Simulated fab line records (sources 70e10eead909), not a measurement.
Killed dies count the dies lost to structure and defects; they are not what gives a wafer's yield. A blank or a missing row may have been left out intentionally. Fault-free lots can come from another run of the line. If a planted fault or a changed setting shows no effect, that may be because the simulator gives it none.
Struck lot and sound lot, side by side	flow nand_harc	14 steps out of a route of 1302
Sound: wafers L519.2, L519.3, L519.4. Struck: wafer L536.4. (L536.3, L536.6 of the same lot were not struck and are left out.) The cause comes at the end.
Per side, at each step with rows, come the tool, then ch with its chambers, and then its first start. Under that, the readings that differ: sound wafers	struck wafers	difference of the means	sigmas: that difference in standard deviations of wafers without a fault.
alike: readings with means less than 2 such deviations apart, plus words and numbers identical on both sides. not compared: withheld readings, readings lacking a value on some wafer, bounds such as >300 that could conceal the same value, and numbers that have no deviation in the record and whose values overlap.
A row with sigmas, a row that says differs or no value, or rows on one side alone: a step with any of these is where the two part. When numbers do not overlap yet have no deviation, they are printed without sigmas and do not part them. Lack of a reading on every wafer of one side parts them only where that side has two or more wafers.

first, 6 steps without rows for these wafers: NHARC_A_DECK1_JOINT_CVD_34 (deposits SiNx, target thk 20 nm); NHARC_A_DECK1_JOINT_DEP_06 (deposits SiOx, target thk 80 nm); NHARC_A_DECK1_JOINT_CURE_26 (time 32 s); NHARC_A_DECK1_JOINT_ANNEAL_27 (time 3600 s); NHARC_A_DECK1_JOINT_ANNEAL_28 (time 1800 s); NHARC_A_DECK1_JOINT_ANNEAL_29 (time 1800 s).
NHARC_A_DECK1_JOINT_CMP_02: polishes SiOx.
  sound on cmp-03 ch 0,2,3, day 12 04:34; struck on cmp-03 ch 0, day 19 02:29
  alike: motor_current_A, retaining_ring_pressure_frac, slurry_filter_dp_kPa
then, 1 step without rows for these wafers: NHARC_A_DECK1_JOINT_SRD_15.
NHARC_A_DECK1_JOINT_DEP_16: deposits SiO2, target thk 45 nm.
  sound on pecvd-04 ch 0,2, day 12 04:57; struck on pecvd-02 ch 0, day 19 02:55
  alike: heater_power_outer_w, heater_power_w, rf_fwd_power_W, throttle_valve_pct
  not compared: since_wet_clean_h
NHARC_A_DECK1_JOINT_THK_MEAS_17: measures by ellipsometry.
  sound on film_metro-01, day 12 05:14; struck on film_metro-01, day 19 03:08
  alike: thk_nm
NHARC_A_DECK1_JOINT_INSPECT_05:
  sound on defect_inspect-01, day 12 05:16; struck on defect_inspect-01, day 19 03:10
  alike: raw_defect_count
NHARC_A_ONON_D2_DEP_00: target thk 1000 nm.
  sound on pecvd_onon-02 ch 0, day 12 05:23; struck on pecvd_onon-04 ch 0, day 19 03:21
NHARC_A_ONON_D2_THK_MEAS_02: measures by ellipsometry.
  sound on film_metro-02, day 12 05:50; struck on film_metro-02, day 19 03:45
reading	sound	struck	difference	sigmas
thk_nm (nm)	996 997 995	1602	+606	+84
after that, 1 step with no rows for these wafers: NHARC_A_ONON_D2_DEP_03 (target thk 1000 nm).

== WHERE THEY PART ==
NHARC_A_ONON_D2_THK_MEAS_02 only, going by this record.

WHY: what had been put in by the simulator
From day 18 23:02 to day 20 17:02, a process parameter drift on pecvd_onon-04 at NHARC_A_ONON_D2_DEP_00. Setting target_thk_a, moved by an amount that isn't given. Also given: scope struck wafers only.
